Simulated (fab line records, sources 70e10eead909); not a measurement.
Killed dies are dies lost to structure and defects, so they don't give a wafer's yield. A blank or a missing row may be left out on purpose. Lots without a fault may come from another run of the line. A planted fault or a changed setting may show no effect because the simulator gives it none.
A struck lot beside a sound one | flow nand_harc | 14 steps out of a route of 1302
Sound: wafers L585.2, L585.3, L585.6. Struck: wafer L596.6. (L596.4, L596.5 of the same lot were not struck and are left out.) The cause comes at the end.
At each step with rows: each side's tool, then ch and its chambers, then its first start. Under that, the readings that differ: sound wafers | struck wafers | difference of the means | sigmas: that difference in standard deviations of wafers without a fault.
alike: readings whose means differ by less than 2 such deviations, and words and numbers that are the same on both sides. not compared: withheld readings, readings that some wafer has no value for, bounds like >300 that may hide the same value, and numbers for which the record gives no deviation and whose values overlap.
The two part at a step that has a row with sigmas, a row that says differs or no value, or rows on one side only. Numbers that don't overlap but have no deviation are shown without sigmas and don't part them. A reading that every wafer of one side lacks parts them only if that side has two wafers or more.

first, 4 steps without rows for these wafers: NHARC_A_STAIRCASE_EXPOSE_214 (exposes mask STAIR 3); NHARC_A_STAIRCASE_PEB_215 (peb time 130 s); NHARC_A_STAIRCASE_DEVELOP_216 (time 140 s); NHARC_A_STAIRCASE_HARDBAKE_218 (time 140 s).
NHARC_A_STAIRCASE_DESCUM_219: chemistry O2, time 3 s.
  sound on rie_diel-01 ch 0,2,3, day 20 09:16; struck on rie_diel-01 ch 2, day 25 04:32
  alike: drypump_motor_current_A, oes_product_au, rf_vpp_V, showerhead_plenum_p_Torr, throttle_valve_pct
  not compared: rf_hours_counter_h
NHARC_A_STAIRCASE_TRIM_220: chemistry O2, time 211.2 s.
  sound on rie_diel-01 ch 0,1,3, day 20 09:26; struck on rie_diel-01 ch 3, day 25 04:37
  alike: drypump_motor_current_A, oes_product_au, rf_vpp_V, run_length_s, showerhead_plenum_p_Torr, throttle_valve_pct
  not compared: rf_hours_counter_h
then, 2 steps without rows for these wafers: NHARC_A_STAIRCASE_ETCH_221 (etches the open film in C4F8/O2, target depth 100 nm, time 40.5 s); NHARC_A_STAIRCASE_TRIM_222 (chemistry O2, time 211.2 s).
NHARC_A_STAIRCASE_ETCH_223: etches the open film in C4F8/O2, target depth 100 nm, time 40.5 s.
  sound on rie_diel-01 ch 0,2,3; struck on rie_diel-01 ch 2
  reading               | sound             | struck | difference | sigmas
  oes_product_au (a.u.) | 0.936 0.925 0.919 | 0.947  | +0.020     | +2
  alike: rf_vpp_V
  not compared: rf_hours_counter_h
NHARC_A_STAIRCASE_TRIM_224: chemistry O2, time 211.2 s.
  sound on rie_diel-01 ch 0,3; struck on rie_diel-01 ch 0
  alike: drypump_motor_current_A, oes_product_au, rf_vpp_V, run_length_s, showerhead_plenum_p_Torr, throttle_valve_pct
  not compared: rf_hours_counter_h
then, 1 step without rows for these wafers: NHARC_A_STAIRCASE_ETCH_225 (etches the open film in C4F8/O2, target depth 100 nm, time 40.5 s).
NHARC_A_STAIRCASE_TRIM_226: chemistry O2, time 211.2 s.
  sound on rie_diel-01 ch 0,1, day 20 10:13; struck on rie_diel-01 ch 0, day 25 05:19
  reading                | sound                | struck | difference | sigmas
  rf_vpp_V (V)           | 58.6 59.4 58.2       | 56.8   | -1.9       | -3
  run_length_s (s)       | 232.3 231.6 232.7    | 208.8  | -23.4      | -52
  throttle_valve_pct (%) | 17.020 17.031 17.035 | 17.053 | +0.024     | +3
  alike: drypump_motor_current_A, oes_product_au, showerhead_plenum_p_Torr
  not compared: rf_hours_counter_h
NHARC_A_STAIRCASE_ETCH_227: etches the open film in C4F8/O2, target depth 100 nm, time 40.5 s.
  sound on rie_diel-01 ch 1,3; struck on rie_diel-01 ch 3
  alike: oes_product_au, rf_vpp_V
  not compared: rf_hours_counter_h
then, 1 step without rows for these wafers: NHARC_END_SORT_01.

WHERE THEY PART
First at NHARC_A_STAIRCASE_ETCH_223; last, within this record, at NHARC_A_STAIRCASE_TRIM_226. Later steps at which nothing parts them and some readings are alike: NHARC_A_STAIRCASE_ETCH_227.

WHY: what the simulator had put in
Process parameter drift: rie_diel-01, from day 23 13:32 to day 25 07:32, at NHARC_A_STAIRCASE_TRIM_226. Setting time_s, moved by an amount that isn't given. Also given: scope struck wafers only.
